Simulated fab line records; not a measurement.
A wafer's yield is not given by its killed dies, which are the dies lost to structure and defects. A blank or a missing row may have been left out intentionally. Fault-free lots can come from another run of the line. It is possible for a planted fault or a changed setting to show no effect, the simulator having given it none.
fab line records || flow n5-finfet
[record] {"lots": 6, "wafers": 18, "last-day": 18}
route steps=1938 shown DUMMY_GATE@212 PASSIVATION@1936
lots with no fault: from the same line, run without faults
start-h: start of the lot's first displayed wafer, in hours after the record's first day || wait-h: how many hours have passed since the lot's step before this one || " unchanged from the row above || L1.1+2: a single row standing in for several wafers || - value missing, or start not given || * or withheld: withheld || < > ~ a bound
route shown NAME@n: names a module that has steps shown in the file, with the first one's number in the route || usual: average and standard deviation across the fault-free wafers || same: alike in all rows || chamber/n: place in a boat || sites: per-site readings || _std_site: standard deviation across them || _edge_site: outer sites' mean less inner sites' || radius-mm: for every site, how far away it sits from the centre of the wafer || mask NAME#n: copy n || behind: the last tool/chamber to shape the wafer || hold: reason for holding the lot/hours on hold/outcome of the hold || device: names the non-switching transistor (n, p or np) || end of line: the tests these same wafers got at the end of their route || a step with no rows: only its recipe || killed: at the first sort, the dies lost to defects and structure; wafer yield is something else || map: dies across one wafer; x = killed, . = not, _ = none there
set.NAME: setting as actually run; set.NAME@STEP: the setting as run at that earlier step || model.NAME: the simulator's own value behind a step, which no gauge read
lots seen at some steps along the route; tables by step, rows by wafer
services: the hour from which a tool's chamber was out of use, counted from the record's first day as start-h (under 0 if before that day), plus the number of hours and why
[[steps]]
[step N5_DUMMY_GATE_PRECLEAN_00]
[recipe] {"chemistry": "O3/DIW", "time-s": 60, "temp-c": 22, "o3-ppm": 10}
[step N5_DUMMY_GATE_SRD_01]
[recipe] {"time-s": 30, "temp-c": 23, "rinse-liquid": "diw", "dry": "ipa-marangoni"}
[step N5_DUMMY_GATE_ALD_02]
[recipe] {"material": "SiO2", "target-thk-a": 20, "temp-c": 300, "ald-precursor-family": "BDEAS", "ald-co-reactant": "O2-plasma", "pulse-time-s": 1, "pressure-torr": 2}
[usual] {"heater-power-w": "492/36", "precursor-pulse-height-rel": "0.999/0.02"}
{"lot.wafer": "L744.1", "tool": "ald-sin-01", "chamber": 3, "start-h": 45.51, "wait-h": 0.0, "heater-power-w": 487, "precursor-pulse-height-rel": 0.986}
{"lot.wafer": "L744.2", "tool": "ald-sin-01", "chamber": 0, "start-h": 45.51, "wait-h": 0.0, "heater-power-w": 486, "precursor-pulse-height-rel": 0.991}
{"lot.wafer": "L744.5", "tool": "ald-sin-01", "chamber": 0, "start-h": 45.51, "wait-h": 0.0, "heater-power-w": 485, "precursor-pulse-height-rel": 1.015}
{"lot.wafer": "L745.3", "tool": "ald-sin-02", "chamber": 0, "start-h": 50.60, "wait-h": 0.1, "heater-power-w": 426, "precursor-pulse-height-rel": 1.011}
{"lot.wafer": "L745.4", "tool": "ald-sin-02", "chamber": 3, "start-h": 50.60, "wait-h": 0.1, "heater-power-w": 495, "precursor-pulse-height-rel": 1.014}
{"lot.wafer": "L745.5", "tool": "ald-sin-02", "chamber": 1, "start-h": 50.60, "wait-h": 0.1, "heater-power-w": 486, "precursor-pulse-height-rel": 0.995}
{"lot.wafer": "L748.2", "tool": "ald-sin-02", "chamber": 1, "start-h": 67.71, "wait-h": 0.0, "heater-power-w": 490, "precursor-pulse-height-rel": 0.972}
{"lot.wafer": "L748.3", "tool": "ald-sin-02", "chamber": 3, "start-h": 67.71, "wait-h": 0.0, "heater-power-w": 504, "precursor-pulse-height-rel": 0.975}
{"lot.wafer": "L748.4", "tool": "ald-sin-02", "chamber": 0, "start-h": 67.71, "wait-h": 0.0, "heater-power-w": 425, "precursor-pulse-height-rel": 1.007}
{"lot.wafer": "L754.1", "tool": "ald-sin-01", "chamber": 3, "start-h": 103.73, "wait-h": 0.0, "heater-power-w": 501, "precursor-pulse-height-rel": 0.976}
{"lot.wafer": "L754.2", "tool": "ald-sin-01", "chamber": 0, "start-h": 103.73, "wait-h": 0.0, "heater-power-w": 484, "precursor-pulse-height-rel": 0.991}
{"lot.wafer": "L754.6", "tool": "ald-sin-01", "chamber": 3, "start-h": 103.73, "wait-h": 0.0, "heater-power-w": 506, "precursor-pulse-height-rel": 0.996}
{"lot.wafer": "L763.2", "tool": "ald-sin-03", "chamber": 0, "start-h": 157.58, "wait-h": 0.0, "heater-power-w": 499, "precursor-pulse-height-rel": 0.981}
{"lot.wafer": "L763.4", "tool": "ald-sin-03", "chamber": 3, "start-h": 157.58, "wait-h": 0.0, "heater-power-w": 506, "precursor-pulse-height-rel": 0.952}
{"lot.wafer": "L763.6", "tool": "ald-sin-03", "chamber": 0, "start-h": 157.58, "wait-h": 0.0, "heater-power-w": 512, "precursor-pulse-height-rel": 1.004}
{"lot.wafer": "L766.1", "tool": "ald-sin-02", "chamber": 2, "start-h": 178.35, "wait-h": 0.0, "heater-power-w": 435, "precursor-pulse-height-rel": 1.005}
{"lot.wafer": "L766.4", "tool": "ald-sin-02", "chamber": 0, "start-h": 178.35, "wait-h": 0.0, "heater-power-w": 442, "precursor-pulse-height-rel": 1.038}
{"lot.wafer": "L766.6", "tool": "ald-sin-02", "chamber": 3, "start-h": 178.35, "wait-h": 0.0, "heater-power-w": 500, "precursor-pulse-height-rel": 0.999}
[step N5_DUMMY_GATE_CVD_03]
[recipe] {"material": "a-Si", "target-thk-a": 1500, "temp-c": 530, "precursor": "SiH4", "time-s": 8042}
[step N5_DUMMY_GATE_PRECLEAN_46]
[recipe] {"chemistry": "DIW", "time-s": 89.5, "temp-c": 23}
[step N5_DUMMY_GATE_SRD_47]
[recipe] {"dry-time-s": 32, "dry": "n2-spin", "spin-rpm": 1500}
[step N5_DUMMY_GATE_CMP_04]
[recipe] {"material": "a-Si", "post-cmp-clean": "alkaline-brush"}
[usual] {"motor-current-A": "10.3/1.2", "slurry-filter-dp-kPa": "13.52/0.14", "time-to-endpoint-s": "13/3.6"}
{"lot.wafer": "L744.2", "tool": "cmp-04", "chamber": 1, "start-h": 49.38, "wait-h": 0.1, "motor-current-A": 12.4, "slurry-filter-dp-kPa": 13.27, "time-to-endpoint-s": 11}
{"lot.wafer": "L744.1", "tool": "cmp-04", "chamber": 2, "start-h": 49.38, "wait-h": 0.1, "motor-current-A": 11.3, "slurry-filter-dp-kPa": 13.48, "time-to-endpoint-s": 12}
{"lot.wafer": "L744.5", "tool": "cmp-04", "chamber": 1, "start-h": 49.38, "wait-h": 0.1, "motor-current-A": 13.0, "slurry-filter-dp-kPa": 13.43, "time-to-endpoint-s": 11}
{"lot.wafer": "L745.4", "tool": "cmp-04", "chamber": 0, "start-h": 54.47, "wait-h": 0.1, "motor-current-A": 11.9, "slurry-filter-dp-kPa": 13.37, "time-to-endpoint-s": 19}
{"lot.wafer": "L745.3", "tool": "cmp-04", "chamber": 2, "start-h": 54.47, "wait-h": 0.1, "motor-current-A": 11.2, "slurry-filter-dp-kPa": 13.39, "time-to-endpoint-s": 16}
{"lot.wafer": "L745.5", "tool": "cmp-04", "chamber": 3, "start-h": 54.47, "wait-h": 0.1, "motor-current-A": 9.6, "slurry-filter-dp-kPa": 13.51, "time-to-endpoint-s": 15}
{"lot.wafer": "L748.3", "tool": "cmp-04", "chamber": 1, "start-h": 71.55, "wait-h": 0.0, "motor-current-A": 12.5, "slurry-filter-dp-kPa": 13.57, "time-to-endpoint-s": 12}
{"lot.wafer": "L748.4", "tool": "cmp-04", "chamber": 2, "start-h": 71.55, "wait-h": 0.0, "motor-current-A": 11.4, "slurry-filter-dp-kPa": 13.54, "time-to-endpoint-s": 13}
{"lot.wafer": "L748.2", "tool": "cmp-04", "chamber": 0, "start-h": 71.55, "wait-h": 0.0, "motor-current-A": 11.9, "slurry-filter-dp-kPa": 13.51, "time-to-endpoint-s": 18}
{"lot.wafer": "L754.1", "tool": "cmp-03", "chamber": 0, "start-h": 107.62, "wait-h": 0.1, "motor-current-A": 8.9, "slurry-filter-dp-kPa": 13.76, "time-to-endpoint-s": 14}
{"lot.wafer": "L754.2", "tool": "cmp-03", "chamber": 1, "start-h": 107.62, "wait-h": 0.1, "motor-current-A": 9.0, "slurry-filter-dp-kPa": 13.48, "time-to-endpoint-s": 7}
{"lot.wafer": "L754.6", "tool": "cmp-03", "chamber": 0, "start-h": 107.62, "wait-h": 0.1, "motor-current-A": 9.2, "slurry-filter-dp-kPa": 13.55, "time-to-endpoint-s": 14}
{"lot.wafer": "L763.2", "tool": "cmp-02", "chamber": 0, "start-h": 161.45, "wait-h": 0.1, "motor-current-A": 11.4, "slurry-filter-dp-kPa": 13.38, "time-to-endpoint-s": 13}
{"lot.wafer": "L763.4", "tool": "cmp-02", "chamber": 2, "start-h": 161.45, "wait-h": 0.1, "motor-current-A": 10.5, "slurry-filter-dp-kPa": 13.66, "time-to-endpoint-s": 14}
{"lot.wafer": "L763.6", "tool": "cmp-02", "chamber": 3, "start-h": 161.45, "wait-h": 0.1, "motor-current-A": 10.9, "slurry-filter-dp-kPa": 13.72, "time-to-endpoint-s": 14}
{"lot.wafer": "L766.1", "tool": "cmp-03", "chamber": 3, "start-h": 182.22, "wait-h": 0.1, "motor-current-A": 11.4, "slurry-filter-dp-kPa": 13.51, "time-to-endpoint-s": 18}
{"lot.wafer": "L766.4", "tool": "cmp-03", "chamber": 1, "start-h": 182.22, "wait-h": 0.1, "motor-current-A": 9.2, "slurry-filter-dp-kPa": 13.46, "time-to-endpoint-s": 7}
{"lot.wafer": "L766.6", "tool": "cmp-03", "chamber": 3, "start-h": 182.22, "wait-h": 0.1, "motor-current-A": 11.7, "slurry-filter-dp-kPa": 13.19, "time-to-endpoint-s": 17}
[step N5_DUMMY_GATE_THK_MEAS_05]
[usual] {"thk-nm": "71.6/1.6"}
{"lot.wafer": "L744.1", "tool": "film-metro-02", "chamber": "-", "start-h": 49.59, "wait-h": 0.1, "thk-nm": 70.7}
{"lot.wafer": "L744.2", "tool": "film-metro-02", "chamber": "-", "start-h": 49.59, "wait-h": 0.1, "thk-nm": 71.2}
{"lot.wafer": "L744.5", "tool": "film-metro-02", "chamber": "-", "start-h": 49.59, "wait-h": 0.1, "thk-nm": 69.7}
{"lot.wafer": "L745.3", "tool": "film-metro-02", "chamber": "-", "start-h": 54.68, "wait-h": 0.1, "thk-nm": 70.7}
{"lot.wafer": "L745.4", "tool": "film-metro-02", "chamber": "-", "start-h": 54.68, "wait-h": 0.1, "thk-nm": 73.0}
{"lot.wafer": "L745.5", "tool": "film-metro-02", "chamber": "-", "start-h": 54.68, "wait-h": 0.1, "thk-nm": 72.8}
{"lot.wafer": "L748.2", "tool": "film-metro-01", "chamber": "-", "start-h": 71.80, "wait-h": 0.1, "thk-nm": 73.7}
{"lot.wafer": "L748.3", "tool": "film-metro-01", "chamber": "-", "start-h": 71.80, "wait-h": 0.1, "thk-nm": 71.0}
{"lot.wafer": "L748.4", "tool": "film-metro-01", "chamber": "-", "start-h": 71.80, "wait-h": 0.1, "thk-nm": 70.4}
{"lot.wafer": "L754.1", "tool": "film-metro-01", "chamber": "-", "start-h": 107.83, "wait-h": 0.2, "thk-nm": 71.1}
{"lot.wafer": "L754.2", "tool": "film-metro-01", "chamber": "-", "start-h": 107.83, "wait-h": 0.2, "thk-nm": 68.5}
{"lot.wafer": "L754.6", "tool": "film-metro-01", "chamber": "-", "start-h": 107.83, "wait-h": 0.2, "thk-nm": 70.6}
{"lot.wafer": "L763.2", "tool": "film-metro-01", "chamber": "-", "start-h": 161.66, "wait-h": 0.2, "thk-nm": 72.4}
{"lot.wafer": "L763.4", "tool": "film-metro-01", "chamber": "-", "start-h": 161.66, "wait-h": 0.2, "thk-nm": 73.1}
{"lot.wafer": "L763.6", "tool": "film-metro-01", "chamber": "-", "start-h": 161.66, "wait-h": 0.2, "thk-nm": 72.4}
{"lot.wafer": "L766.1", "tool": "film-metro-02", "chamber": "-", "start-h": 182.43, "wait-h": 0.2, "thk-nm": 72.7}
{"lot.wafer": "L766.4", "tool": "film-metro-02", "chamber": "-", "start-h": 182.43, "wait-h": 0.2, "thk-nm": 69.1}
{"lot.wafer": "L766.6", "tool": "film-metro-02", "chamber": "-", "start-h": 182.43, "wait-h": 0.2, "thk-nm": 72.7}
[step N5_DUMMY_GATE_HM_DEP_06]
[recipe] {"material": "SiNx", "target-thk-a": 800, "precursor": "DCS/NH3", "temp-c": 700, "pressure-mtorr": 300, "time-s": 5141}
[step N5_DUMMY_GATE_PECVD_30]
[recipe] {"material": "SiO2", "target-thk-a": 550, "temp-c": 400, "precursor": "TEOS/O2", "pressure-torr": 6.5, "rf-w": "withheld", "teos-flow-sccm": "withheld", "gas": "O2", "flow-sccm": 2650, "time-s": 10.8}
[step N5_DUMMY_GATE_COAT_34]
[recipe] {"resist": "SOC", "temp-c": 250, "time-s": 60, "spin-rpm": 1500, "resist-thk-nm": 60}
[step N5_DUMMY_GATE_COAT_35]
[recipe] {"resist": "SiARC", "temp-c": 220, "time-s": 60, "spin-rpm": 1500, "resist-thk-nm": 10}
[step N5_DUMMY_GATE_COAT_28]
[recipe] {"resist": "underlayer", "temp-c": 205, "time-s": 60, "spin-rpm": 1500, "resist-thk-nm": 10}
[usual] {"dispense-pressure-kPa": "53.7/2.9", "heater-power-total-W": "391.7/1.3", "resist-line-temp-C": "23.02/0.097", "spin-speed-rpm": "1500.1/0.87"}
{"lot.wafer": "L744.1", "tool": "litho-track-04", "chamber": 0, "start-h": 53.62, "wait-h": "-", "dispense-pressure-kPa": 56.8, "heater-power-total-W": 390.5, "resist-line-temp-C": 22.98, "spin-speed-rpm": 1500.4, "model.underlayer_of_DUMMY_GATE_COAT_28.thk-nm": 10}
{"lot.wafer": "L744.2", "tool": "litho-track-04", "chamber": 0, "start-h": 53.62, "wait-h": "-", "dispense-pressure-kPa": 56.8, "heater-power-total-W": 391.2, "resist-line-temp-C": 22.91, "spin-speed-rpm": 1500.7, "model.underlayer_of_DUMMY_GATE_COAT_28.thk-nm": 10}
{"lot.wafer": "L744.5", "tool": "litho-track-04", "chamber": 0, "start-h": 53.62, "wait-h": "-", "dispense-pressure-kPa": 56.8, "heater-power-total-W": 390.7, "resist-line-temp-C": 23.04, "spin-speed-rpm": 1501.1, "model.underlayer_of_DUMMY_GATE_COAT_28.thk-nm": 10}
{"lot.wafer": "L745.3", "tool": "litho-track-05", "chamber": 0, "start-h": 58.71, "wait-h": "-", "dispense-pressure-kPa": 53.3, "heater-power-total-W": 391.4, "resist-line-temp-C": 23.03, "spin-speed-rpm": 1499.7, "model.underlayer_of_DUMMY_GATE_COAT_28.thk-nm": 10}
{"lot.wafer": "L745.4", "tool": "litho-track-05", "chamber": 0, "start-h": 58.71, "wait-h": "-", "dispense-pressure-kPa": 53.3, "heater-power-total-W": 392.6, "resist-line-temp-C": 23.09, "spin-speed-rpm": 1500.6, "model.underlayer_of_DUMMY_GATE_COAT_28.thk-nm": 10}
{"lot.wafer": "L745.5", "tool": "litho-track-05", "chamber": 0, "start-h": 58.71, "wait-h": "-", "dispense-pressure-kPa": 53.3, "heater-power-total-W": 391.3, "resist-line-temp-C": 23.09, "spin-speed-rpm": 1499.4, "model.underlayer_of_DUMMY_GATE_COAT_28.thk-nm": 10}
{"lot.wafer": "L748.2", "tool": "litho-track-04", "chamber": 0, "start-h": 75.84, "wait-h": "-", "dispense-pressure-kPa": 56.9, "heater-power-total-W": 390.0, "resist-line-temp-C": 23.04, "spin-speed-rpm": 1501.1, "model.underlayer_of_DUMMY_GATE_COAT_28.thk-nm": 10}
{"lot.wafer": "L748.3", "tool": "litho-track-04", "chamber": 0, "start-h": 75.84, "wait-h": "-", "dispense-pressure-kPa": 56.9, "heater-power-total-W": 389.6, "resist-line-temp-C": 22.99, "spin-speed-rpm": 1501.6, "model.underlayer_of_DUMMY_GATE_COAT_28.thk-nm": 10}
{"lot.wafer": "L748.4", "tool": "litho-track-04", "chamber": 0, "start-h": 75.84, "wait-h": "-", "dispense-pressure-kPa": 56.8, "heater-power-total-W": 389.4, "resist-line-temp-C": 23.03, "spin-speed-rpm": 1500.1, "model.underlayer_of_DUMMY_GATE_COAT_28.thk-nm": 10}
{"lot.wafer": "L754.1", "tool": "litho-track-03", "chamber": 0, "start-h": 111.88, "wait-h": "-", "dispense-pressure-kPa": 50.2, "heater-power-total-W": 392.2, "resist-line-temp-C": 23.14, "spin-speed-rpm": 1499.9, "model.underlayer_of_DUMMY_GATE_COAT_28.thk-nm": 10}
{"lot.wafer": "L754.2", "tool": "litho-track-03", "chamber": 0, "start-h": 111.88, "wait-h": "-", "dispense-pressure-kPa": 50.1, "heater-power-total-W": 391.0, "resist-line-temp-C": 23.08, "spin-speed-rpm": 1499.2, "model.underlayer_of_DUMMY_GATE_COAT_28.thk-nm": 10}
{"lot.wafer": "L754.6", "tool": "litho-track-03", "chamber": 0, "start-h": 111.88, "wait-h": "-", "dispense-pressure-kPa": 50.1, "heater-power-total-W": 390.4, "resist-line-temp-C": 23.03, "spin-speed-rpm": 1501.2, "model.underlayer_of_DUMMY_GATE_COAT_28.thk-nm": 10}
{"lot.wafer": "L763.2", "tool": "litho-track-03", "chamber": 0, "start-h": 165.69, "wait-h": "-", "dispense-pressure-kPa": 50.2, "heater-power-total-W": 390.4, "resist-line-temp-C": 23.16, "spin-speed-rpm": 1301.8, "model.underlayer_of_DUMMY_GATE_COAT_28.thk-nm": 10.8}
{"lot.wafer": "L763.4", "tool": "litho-track-03", "chamber": 0, "start-h": 165.69, "wait-h": "-", "dispense-pressure-kPa": 50.2, "heater-power-total-W": 391.6, "resist-line-temp-C": 23.07, "spin-speed-rpm": 1301.1, "model.underlayer_of_DUMMY_GATE_COAT_28.thk-nm": 10.8}
{"lot.wafer": "L763.6", "tool": "litho-track-03", "chamber": 0, "start-h": 165.69, "wait-h": "-", "dispense-pressure-kPa": 50.1, "heater-power-total-W": 393.4, "resist-line-temp-C": 23.05, "spin-speed-rpm": 1300.9, "model.underlayer_of_DUMMY_GATE_COAT_28.thk-nm": 10.8}
{"lot.wafer": "L766.1", "tool": "litho-track-03", "chamber": 0, "start-h": 186.49, "wait-h": "-", "dispense-pressure-kPa": 50.1, "heater-power-total-W": 393.7, "resist-line-temp-C": 23.09, "spin-speed-rpm": 1300.8, "model.underlayer_of_DUMMY_GATE_COAT_28.thk-nm": 10.8}
{"lot.wafer": "L766.4", "tool": "litho-track-03", "chamber": 0, "start-h": 186.49, "wait-h": "-", "dispense-pressure-kPa": 50.1, "heater-power-total-W": 391.7, "resist-line-temp-C": 23.15, "spin-speed-rpm": 1303.2, "model.underlayer_of_DUMMY_GATE_COAT_28.thk-nm": 10.8}
{"lot.wafer": "L766.6", "tool": "litho-track-03", "chamber": 0, "start-h": 186.49, "wait-h": "-", "dispense-pressure-kPa": 50.1, "heater-power-total-W": 390.7, "resist-line-temp-C": 23.00, "spin-speed-rpm": 1301.6, "model.underlayer_of_DUMMY_GATE_COAT_28.thk-nm": 10.8}
[step N5_DUMMY_GATE_COAT_09]
[recipe] {"resist": "CAR-EUV", "spin-rpm": 1500, "resist-thk-nm": 30}
[step N5_PASSIVATION_PROBE_49]
[usual] {"killed_at_M0_to_M3": "34/11", "killed_at_M4_up": "14/5.6", "killed-at-contacts": "13/5.9", "killed-at-front-end": "40/11", "killed-at-other": "4/3.1", "killed-dies": "105/16", "killed-open": "68/11", "killed-short": "34/8.4"}
[same] {"gross-dies": 1180, "killed-at-back-side": 0}
{"lot.wafer": "L745.3", "tool": "prober-02", "chamber": "-", "start-h": 295.48, "wait-h": 0.1, "killed_at_M0_to_M3": 39, "killed_at_M4_up": 7, "killed-at-contacts": 10, "killed-at-front-end": 55, "killed-at-other": 4, "killed-dies": 115, "killed-open": 67, "killed-short": 41}
{"lot.wafer": "L745.4", "tool": "prober-02", "chamber": "-", "start-h": 295.53, "wait-h": 0.2, "killed_at_M0_to_M3": 30, "killed_at_M4_up": 21, "killed-at-contacts": 11, "killed-at-front-end": 44, "killed-at-other": 10, "killed-dies": 116, "killed-open": 82, "killed-short": 34}
{"lot.wafer": "L745.5", "tool": "prober-02", "chamber": "-", "start-h": 295.58, "wait-h": 0.2, "killed_at_M0_to_M3": 31, "killed_at_M4_up": 13, "killed-at-contacts": 18, "killed-at-front-end": 50, "killed-at-other": 3, "killed-dies": 115, "killed-open": 69, "killed-short": 46}
{"lot.wafer": "L744.1", "tool": "prober-01", "chamber": "-", "start-h": 297.34, "wait-h": 0.0, "killed_at_M0_to_M3": 22, "killed_at_M4_up": 10, "killed-at-contacts": 16, "killed-at-front-end": 22, "killed-at-other": 2, "killed-dies": 72, "killed-open": 42, "killed-short": 27}
{"lot.wafer": "L744.2", "tool": "prober-01", "chamber": "-", "start-h": 297.39, "wait-h": 0.1, "killed_at_M0_to_M3": 25, "killed_at_M4_up": 15, "killed-at-contacts": 22, "killed-at-front-end": 29, "killed-at-other": 2, "killed-dies": 93, "killed-open": 78, "killed-short": 15}
{"lot.wafer": "L744.5", "tool": "prober-01", "chamber": "-", "start-h": 297.54, "wait-h": 0.2, "killed_at_M0_to_M3": 20, "killed_at_M4_up": 13, "killed-at-contacts": 12, "killed-at-front-end": 34, "killed-at-other": 2, "killed-dies": 81, "killed-open": 63, "killed-short": 17}
{"lot.wafer": "L763.2", "tool": "prober-02", "chamber": "-", "start-h": 429.68, "wait-h": 1.3, "killed_at_M0_to_M3": 28, "killed_at_M4_up": 15, "killed-at-contacts": 24, "killed-at-front-end": 52, "killed-at-other": 0, "killed-dies": 119, "killed-open": 76, "killed-short": 38}
{"lot.wafer": "L763.4", "tool": "prober-02", "chamber": "-", "start-h": 429.78, "wait-h": 1.4, "killed_at_M0_to_M3": 25, "killed_at_M4_up": 7, "killed-at-contacts": 16, "killed-at-front-end": 47, "killed-at-other": 1, "killed-dies": 96, "killed-open": 64, "killed-short": 32}
{"lot.wafer": "L763.6", "tool": "prober-02", "chamber": "-", "start-h": 429.88, "wait-h": 1.5, "killed_at_M0_to_M3": 14, "killed_at_M4_up": 16, "killed-at-contacts": 5, "killed-at-front-end": 42, "killed-at-other": 0, "killed-dies": 77, "killed-open": 50, "killed-short": 24}
// killed by level:class
L745.3 FIN_SAQP:geometric-particle:open=12 BEOL_M2:geometric-particle:open=9 GATE_CUT:geometric-particle:short=8 BEOL_M0_SAQP:geometric-particle:short=8 STI_FIN_REVEAL:geometric-particle:open=7 MOL_CONTACT_COAG:geometric-particle:open=7 HKMG_FIN:area-etch=7 FIN_SAQP:geometric-particle:short=6
L745.4 FIN_SAQP:geometric-particle:open=17 MOL_CONTACT_COAG:geometric-particle:open=10 BEOL_M4:geometric-particle:open=9 BEOL_M2:geometric-particle:open=8 FIN_SAQP:geometric-particle:short=7 BEOL_M0_SAQP:geometric-particle:open=7 BEOL_M0_SAQP:geometric-particle:short=5 MIM_TOP_ETCH:geometric-particle:open=4
L745.5 MOL_CONTACT_COAG:geometric-particle:open=14 FIN_SAQP:geometric-particle:open=10 FIN_SAQP:geometric-particle:short=9 BEOL_M2:geometric-particle:open=9 GATE_CUT:geometric-particle:short=7 BEOL_M0_SAQP:geometric-particle:short=7 DUMMY_GATE:geometric-particle:open=6 BEOL_M0_SAQP:geometric-particle:open=5
L744.1 MOL_CONTACT_COAG:geometric-particle:open=13 BEOL_M0_SAQP:geometric-particle:open=5 BEOL_M0_SAQP:geometric-particle:short=4 FIN_SAQP:geometric-particle:short=3 FIN_SAQP:geometric-particle:open=3 MOL_CONTACT_COAG:geometric-particle:short=3 BEOL_M2:geometric-particle:short=3 BEOL_M3:geometric-particle:open=3
L744.2 MOL_CONTACT_COAG:geometric-particle:open=20 BEOL_M3:geometric-particle:open=10 BEOL_M4:geometric-particle:open=8 FIN_SAQP:geometric-particle:open=6 STI_FIN_REVEAL:geometric-particle:open=4 ILD0:geometric-particle:open=4 FIN_SAQP:geometric-particle:short=3 DUMMY_GATE:geometric-particle:open=3
L744.5 MOL_CONTACT_COAG:geometric-particle:open=11 STI_FIN_REVEAL:geometric-particle:open=9 FIN_SAQP:geometric-particle:open=8 BEOL_M3:geometric-particle:open=7 FIN_SAQP:geometric-particle:short=6 BEOL_M4:geometric-particle:open=6 BEOL_M0_SAQP:geometric-particle:open=4 BEOL_M2:geometric-particle:open=3
L763.2 MOL_CONTACT_COAG:geometric-particle:open=18 FIN_SAQP:geometric-particle:open=12 BEOL_M1:geometric-particle:open=8 GATE_CUT:geometric-particle:short=7 FIN_SAQP:geometric-particle:short=6 DUMMY_GATE:geometric-particle:open=6 MOL_CONTACT_COAG:geometric-particle:short=6 BEOL_M2:geometric-particle:open=6
L763.4 MOL_CONTACT_COAG:geometric-particle:open=14 FIN_SAQP:geometric-particle:open=9 BEOL_M0_SAQP:geometric-particle:short=7 FIN_SAQP:geometric-particle:short=6 BEOL_M2:geometric-particle:open=6 STI_FIN_REVEAL:geometric-particle:open=5 DUMMY_GATE:geometric-particle:open=4 SPACER0:geometric-particle:open=4
L763.6 FIN_SAQP:geometric-particle:open=12 FIN_SAQP:geometric-particle:short=7 BEOL_M3:geometric-particle:open=6 DUMMY_GATE:geometric-particle:open=5 BEOL_M4:geometric-particle:open=5 BEOL_M4:geometric-particle:short=5 STI_FIN_REVEAL:geometric-particle:open=4 GATE_CUT:geometric-particle:open=4
[[services]]
{"tool": "ald-sin-03", "chamber": "-", "start-h": 36.62, "hours": 1.1, "kind": "repair"}
{"tool": "cmp-02", "chamber": "-", "start-h": 56.23, "hours": 5.8, "kind": "repair"}
{"tool": "cmp-03", "chamber": "-", "start-h": 62.66, "hours": 4.0, "kind": "pm"}
{"tool": "cmp-03", "chamber": "-", "start-h": 66.66, "hours": "-", "kind": "consumable-replace:conditioner"}
{"tool": "cmp-02", "chamber": "-", "start-h": 74.69, "hours": 0.4, "kind": "repair"}
{"tool": "ald-sin-03", "chamber": "-", "start-h": 75.91, "hours": 1.0, "kind": "repair"}
{"tool": "cmp-03", "chamber": "-", "start-h": 80.45, "hours": 8.3, "kind": "repair"}
{"tool": "cmp-04", "chamber": "-", "start-h": 84.21, "hours": 2.2, "kind": "repair"}
{"tool": "ald-sin-02", "chamber": 0, "start-h": 95.73, "hours": 15.3, "kind": "repair"}
{"tool": "cmp-04", "chamber": "-", "start-h": 98.12, "hours": 3.3, "kind": "repair"}
{"tool": "cmp-04", "chamber": "-", "start-h": 111.36, "hours": 10.1, "kind": "pm"}
{"tool": "cmp-03", "chamber": "-", "start-h": 117.20, "hours": 3.2, "kind": "pm"}
{"tool": "cmp-02", "chamber": "-", "start-h": 120.37, "hours": 3.8, "kind": "pm"}
{"tool": "cmp-04", "chamber": "-", "start-h": 123.00, "hours": 0.7, "kind": "repair"}
{"tool": "litho-track-03", "chamber": "-", "start-h": 125.64, "hours": "-", "kind": "consumable-replace:filter"}
{"tool": "ald-sin-01", "chamber": 2, "start-h": 133.41, "hours": 14.0, "kind": "repair"}
{"tool": "cmp-04", "chamber": "-", "start-h": 142.43, "hours": 4.0, "kind": "pm"}
{"tool": "cmp-04", "chamber": "-", "start-h": 146.43, "hours": "-", "kind": "consumable-replace:conditioner"}
{"tool": "cmp-04", "chamber": "-", "start-h": 146.43, "hours": "-", "kind": "consumable-replace:pad"}
{"tool": "cmp-02", "chamber": "-", "start-h": 153.93, "hours": 0.7, "kind": "repair"}
{"tool": "cmp-04", "chamber": "-", "start-h": 173.15, "hours": 2.0, "kind": "repair"}
{"tool": "cmp-04", "chamber": "-", "start-h": 176.37, "hours": 6.5, "kind": "pm"}
{"tool": "ald-sin-03", "chamber": "-", "start-h": 178.85, "hours": 14.0, "kind": "pm"}
{"tool": "cmp-04", "chamber": "-", "start-h": 183.67, "hours": 2.0, "kind": "repair"}
[[key]]
[first-sign] {"step": "N5_DUMMY_GATE_COAT_28", "reading": "spin-speed-rpm", "direction": "down", "sigmas": "99+", "usual": "*", "struck": "*"}
effect none on later readings
[model-effect] {"step": "N5_DUMMY_GATE_COAT_28", "value": "underlayer_of_DUMMY_GATE_COAT_28.thk-nm", "without": 10, "struck": 10.8}
met-at N5_DUMMY_GATE_COAT_28
struck-wafers L763.2,L763.4,L763.6,L766.1,L766.4,L766.6
tester-left-out L763,L766
onset-between 111.88 165.69
[fault] {"kind": "process-parameter-drift", "tool": "litho-track-03", "chamber": "-", "onset-h": 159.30, "steps": "N5_DUMMY_GATE_COAT_28", "channel": "spin-rpm", "offset": "*", "shape": "step", "end-h": 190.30, "acts-in": "*", "stated": "*"}
// tester-left-out: of these lots the tester's yield and bins aren't shown, on N5 and GAA mostly nor the transistor test; their killed dies are dies lost to structure and defects alone, not to doping, threshold or leakage, so they don't give the yield
